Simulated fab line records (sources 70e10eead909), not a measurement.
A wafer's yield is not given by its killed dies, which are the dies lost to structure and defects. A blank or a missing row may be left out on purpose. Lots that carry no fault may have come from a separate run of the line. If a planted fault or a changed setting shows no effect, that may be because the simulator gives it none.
fab line records    flow nand-harc
record lots=15  wafers=45  last-day=24
route steps=1159 shown P_M2@339 P_BONDPAD@352
lots that met no fault: taken from a fault-free run of the same line
start-h: the number of hours between the record's first day and the start of the first shown wafer of the lot    wait-h: time in hours since the lot's previous step    " unchanged from the row above    L1.1+2: one row covering several wafers at once    - value missing, or start not given    * or withheld: withheld    < > ~ a bound
route shown NAME@n: NAME is a module with steps in the file, n the number in the route of the first one    usual: mean/standard deviation of fault-free wafers    same: alike in all rows    chamber/n: place in a boat    sites: readings site by site    _std_site: standard deviation of those values    _edge_site: mean of outer sites minus mean of inner sites    radius-mm: for every site, how far away it sits from the centre of the wafer    mask NAME#n: copy n    behind: the tool/chamber that last shaped the wafer    hold: cause of the lot's hold/its duration in hours/its outcome    device: whichever transistor did not switch (one of n, p or np)    end of line: the route-end tests of the same wafers    where a step has no rows: the recipe by itself    killed: at the first sort, the dies lost to defects and structure; wafer yield is something else    map: shows each die of a wafer: x if killed, . if not, _ if none is there
set.NAME: the setting as run; set.NAME@STEP: as run at that earlier step    model.NAME: the simulator's own value behind a step, which no gauge read
one table for each step of the route and one row for each wafer, over a sample of lots
services: from which hour (start-h, from the record's first day; less than 0 if before it) a tool's chamber was out of use, for how many hours, and why
## steps
# step NHARC_P_M2_PRE_CLEAN_30
# recipe time-s=30  temp-c=280  gas=H2/He
# usual heater-power-w=416/47
lot.wafer  tool            chamber  start-h  wait-h  heater-power-w
L195.4     pvd-sputter-03  -        -        -       434
L195.1     "               -        "        "       354
L195.6     "               -        "        "       475
L197.1     pvd-sputter-03  -        -        -       356
L197.3     "               -        "        "       459
L197.5     "               -        "        "       363
L200.3     pvd-sputter-01  -        -        -       389
L200.6     "               -        "        "       346
L200.5     "               -        "        "       434
L199.4     pvd-sputter-01  -        -        -       395
L199.2     "               -        "        "       350
L199.5     "               -        "        "       355
L198.3     pvd-sputter-02  -        -        -       366
L198.5     "               -        "        "       435
L198.6     "               -        "        "       424
L201.3     pvd-sputter-02  -        -        -       443
L201.1     "               -        "        "       367
L201.5     "               -        "        "       441
L204.2     pvd-sputter-03  -        -        -       359
L204.4     "               -        "        "       451
L204.6     "               -        "        "       358
L208.4     pvd-sputter-02  -        -        -       441
L208.1     "               -        "        "       425
L208.2     "               -        "        "       292
L207.2     pvd-sputter-02  -        -        -       414
L207.4     "               -        "        "       369
L207.6     "               -        "        "       443
L212.2     pvd-sputter-03  -        -        -       429
L212.1     "               -        "        "       360
L212.3     "               -        "        "       442
L211.3     pvd-sputter-03  -        -        -       463
L211.4     "               -        "        "       442
L211.6     "               -        "        "       432
L213.3     pvd-sputter-03  -        -        -       450
L213.4     "               -        "        "       467
L213.5     "               -        "        "       471
L214.3     pvd-sputter-02  -        -        -       301
L214.2     "               -        "        "       371
L214.5     "               -        "        "       417
L215.1     pvd-sputter-03  -        -        -       461
L215.4     "               -        "        "       470
L215.6     "               -        "        "       463
L217.3     pvd-sputter-03  -        -        -       462
L217.5     "               -        "        "       460
L217.6     "               -        "        "       445
# step NHARC_P_M2_PRE_CLEAN_32
# recipe time-s=12  temp-c=370  rf-power-w=300  gas=NH3
# usual heater-power-w=651/74  rf-fwd-power-W=292.5/0.91
lot.wafer  tool      chamber  start-h  wait-h  heater-power-w  rf-fwd-power-W
L195.1     pecvd-01  0        136.89   0.1     592             292.9
L195.6     "         1        "        "       569             292.6
L195.4     "         2        "        "       686             291.4
L197.3     pecvd-04  1        143.22   0.1     668             293.7
L197.1     "         2        "        "       705             291.9
L197.5     "         1        "        "       671             293.5
L200.3     pecvd-02  1        149.65   0.1     678             291.8
L200.5     "         0        "        "       611             292.5
L200.6     "         1        "        "       674             290.7
L199.2     pecvd-02  2        150.71   0.1     737             291.8
L199.5     "         0        "        "       673             292.9
L199.4     "         1        "        "       711             292.5
L198.3     pecvd-01  0        157.09   0.1     638             292.8
L198.6     "         1        "        "       564             293.1
L198.5     "         2        "        "       648             291.4
L201.1     pecvd-04  1        166.10   0.1     664             291.3
L201.3     "         2        "        "       731             291.9
L201.5     "         1        "        "       658             292.3
L204.2     pecvd-01  2        176.42   0.1     750             292.3
L204.4     "         1        "        "       557             291.6
L204.6     "         2        "        "       746             291.7
L208.1     pecvd-02  1        207.48   0.3     730             293.1
L208.2     "         2        "        "       664             290.6
L208.4     "         1        "        "       740             293.5
L207.2     pecvd-01  1        208.47   0.1     528             293.2
L207.6     "         1        "        "       517             293.7
L207.4     "         0        "        "       614             291.6
L212.2     pecvd-04  1        226.73   0.1     684             293.3
L212.3     "         2        "        "       635             292.1
L212.1     "         0        "        "       570             292.7
L211.3     pecvd-04  1        228.67   0.1     634             292.5
L211.6     "         0        "        "       546             292.5
L211.4     "         2        "        "       760             292.9
L213.3     pecvd-04  0        238.20   0.9     529             292.2
L213.5     "         1        "        "       574             291.3
L213.4     "         2        "        "       677             292.4
L214.3     pecvd-02  1        242.90   0.1     764             293.0
L214.2     "         2        "        "       678             292.6
L214.5     "         0        "        "       679             292.1
L215.1     pecvd-04  2        249.90   0.1     750             293.0
L215.4     "         1        "        "       609             291.9
L215.6     "         2        "        "       768             293.4
L217.3     pecvd-01  1        258.53   0.1     496             292.8
L217.6     "         0        "        "       668             293.5
L217.5     "         2        "        "       793             293.3
# step NHARC_P_BONDPAD_CMP_32
# recipe target-thk-nm=200  material=SiCN
# usual motor-current-A=12.1/1.5  slurry-flow-ml-min=150.1/0.45
lot.wafer  tool    chamber  start-h  wait-h  motor-current-A  slurry-flow-ml-min
L195.4     cmp-02  1        137.76   -       9.7              150.0
L195.1     "       3        "        "       12.0             149.7
L195.6     "       2        "        "       11.1             150.5
L197.3     cmp-03  1        144.16   -       15.0             150.7
L197.1     "       2        "        "       13.0             150.0
L197.5     "       3        "        "       11.6             150.7
L200.3     cmp-02  1        150.52   -       9.1              150.7
L200.5     "       0        "        "       13.5             149.9
L200.6     "       1        "        "       9.2              150.4
L199.4     cmp-02  3        151.64   -       12.0             150.0
L199.2     "       1        "        "       9.3              150.3
L199.5     "       3        "        "       12.0             150.1
L198.3     cmp-04  2        158.01   -       9.8              149.9
L198.6     "       2        "        "       10.8             150.1
L198.5     "       3        "        "       11.5             150.1
L201.3     cmp-03  3        167.14   0.3     11.5             149.8
L201.1     "       2        "        "       13.4             149.7
L201.5     "       3        "        "       11.1             150.7
L204.4     cmp-02  1        177.38   -       9.4              149.9
L204.2     "       2        "        "       11.1             150.3
L204.6     "       3        "        "       11.5             149.6
L208.4     cmp-02  3        208.34   -       11.6             150.0
L208.1     "       1        "        "       9.1              150.7
L208.2     "       2        "        "       10.7             149.8
L207.4     cmp-03  2        209.42   -       12.6             149.7
L207.2     "       0        "        "       12.2             150.3
L207.6     "       1        "        "       14.9             150.9
L212.3     cmp-04  1        227.65   -       12.1             149.1
L212.1     "       2        "        "       10.8             150.6
L212.2     "       3        "        "       12.0             149.5
L211.3     cmp-03  1        229.56   -       14.9             150.3
L211.4     "       3        "        "       12.1             149.8
L211.6     "       1        "        "       15.0             149.9
L213.4     cmp-02  3        239.08   -       12.0             149.9
L213.3     "       0        "        "       12.8             150.6
L213.5     "       0        "        "       13.5             150.6
L214.2     cmp-03  1        243.81   -       13.9             150.1
L214.3     "       3        "        "       11.6             150.0
L214.5     "       1        "        "       14.1             150.2
L215.4     cmp-04  3        250.91   -       12.4             150.7
L215.1     "       0        "        "       12.1             150.2
L215.6     "       1        "        "       10.7             150.5
L217.3     cmp-03  3        259.47   -       11.4             150.3
L217.6     "       1        "        "       14.9             150.8
L217.5     "       2        "        "       12.9             149.8
# step NHARC_P_BONDPAD_PEB_07
# recipe peb-temp-c=128  peb-time-s=80
# usual chill-plate-temp-C=22.98/0.098  exhaust-pa=44.9/0.87  heater-power-total-W=189.8/0.77
lot.wafer  tool            chamber  start-h  wait-h  chill-plate-temp-C  exhaust-pa  heater-power-total-W
L195.1     litho-track-02  0        138.51   0.1     22.98               44.0        189.4
L195.4     "               0        "        "       22.88               45.2        190.1
L195.6     "               0        "        "       22.93               45.0        189.8
L197.1     litho-track-02  0        144.84   0.1     22.94               44.6        188.7
L197.3     "               0        "        "       22.82               45.3        189.8
L197.5     "               0        "        "       22.86               44.7        190.8
L200.3     litho-track-05  0        151.24   0.1     22.97               42.3        188.5
L200.5     "               0        "        "       22.82               44.6        190.8
L200.6     "               0        "        "       23.04               44.4        190.8
L199.2     litho-track-02  0        152.34   0.1     22.99               44.8        189.0
L199.4     "               0        "        "       23.11               43.6        189.6
L199.5     "               0        "        "       22.97               44.3        190.6
L198.3     litho-track-05  0        158.74   0.1     23.00               45.5        188.7
L198.5     "               0        "        "       23.03               45.5        190.9
L198.6     "               0        "        "       23.01               45.4        189.6
L201.1     litho-track-03  0        167.74   0.1     23.00               44.5        189.0
L201.3     "               0        "        "       22.81               44.9        188.9
L201.5     "               0        "        "       22.84               44.5        189.6
L204.2     litho-track-05  0        178.08   0.1     23.11               44.6        190.7
L204.4     "               0        "        "       23.18               44.9        190.0
L204.6     "               0        "        "       23.14               46.5        190.9
L208.1     litho-track-02  0        209.08   0.1     22.88               45.9        189.0
L208.2     "               0        "        "       22.99               46.2        188.9
L208.4     "               0        "        "       22.88               45.5        189.5
L207.2     litho-track-05  0        210.01   0.1     23.04               44.9        189.5
L207.4     "               0        "        "       22.91               44.1        190.9
L207.6     "               0        "        "       23.06               45.0        190.9
L212.1     litho-track-03  0        228.36   0.1     22.88               45.0        190.6
L212.2     "               0        "        "       22.97               45.4        188.7
L212.3     "               0        "        "       22.80               46.7        188.8
L211.3     litho-track-02  -        230.16   0.1     -                   -           -
L211.4     "               -        "        "       -                   -           -
L211.6     "               -        "        "       -                   -           -
L213.3     litho-track-03  -        239.81   0.1     -                   -           -
L213.4     "               -        "        "       -                   -           -
L213.5     "               -        "        "       -                   -           -
L214.2     litho-track-02  -        244.54   0.1     -                   -           -
L214.3     "               -        "        "       -                   -           -
L214.5     "               -        "        "       -                   -           -
L215.1     litho-track-02  0        251.59   0.1     22.82               46.3        190.2
L215.4     "               0        "        "       23.10               44.1        189.0
L215.6     "               0        "        "       23.07               46.1        189.6
L217.3     litho-track-02  0        260.14   0.1     22.91               45.3        189.0
L217.5     "               0        "        "       22.75               45.0        190.9
L217.6     "               0        "        "       22.83               45.3        190.8
## services
tool            chamber  start-h  hours  kind
cmp-04          -        114.87   1.1    repair
pecvd-04        2        121.44   5.1    repair
pecvd-01        -        125.03   2.0    repair
pecvd-02        -        128.11   0.8    repair
cmp-02          -        128.50   4.0    pm
cmp-04          -        141.22   0.3    repair
pecvd-02        -        153.09   13.0   pm
cmp-03          -        157.67   0.6    repair
pvd-sputter-01  -        158.01   10.0   pm
cmp-03          -        161.98   4.0    pm
litho-track-02  -        165.00   7.0    pm
pecvd-02        -        169.58   1.4    repair
cmp-03          -        172.53   1.9    repair
pvd-sputter-02  -        174.14   7.8    repair
cmp-04          -        192.83   1.1    repair
pecvd-04        -        195.13   13.0   pm
cmp-04          -        203.00   4.0    pm
litho-track-03  -        213.00   7.0    pm
pvd-sputter-02  -        214.01   10.0   pm
cmp-02          -        226.50   4.0    pm
litho-track-05  -        237.00   7.0    pm
pecvd-01        -        237.00   13.0   pm
pvd-sputter-03  -        243.63   3.9    repair
cmp-03          -        259.98   4.0    pm
## key
first-sign step=NHARC_P_BONDPAD_PEB_07  reading=tool-record  direction=missing
effect none on later readings
met-at NHARC_P_BONDPAD_PEB_07
struck-lots L211,L213,L214
later-rows-left-out L211.3,L211.4,L211.6,L213.3,L213.4,L213.5,L214.2,L214.3,L214.5
sort-left-out L211.3,L211.4,L211.6,L213.3,L213.4,L213.5,L214.2,L214.3,L214.5
not-acting-at NHARC_P_M2_PRE_CLEAN_30,NHARC_P_M2_PRE_CLEAN_32,NHARC_P_BONDPAD_CMP_32
onset-between 228.36 230.16
fault kind=skipped-step-whole  tool=litho-track-02,litho-track-03  chamber=-  onset-h=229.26  steps=NHARC_P_BONDPAD_PEB_07  scope=struck-lots-only
# sort-left-out: the simulated sort isn't trusted on such a fault, so these wafers' sort isn't shown, and their yield isn't known
# later-rows-left-out: the simulator's readings of these wafers behind a module that went badly wrong aren't trusted and aren't shown, but for the sort
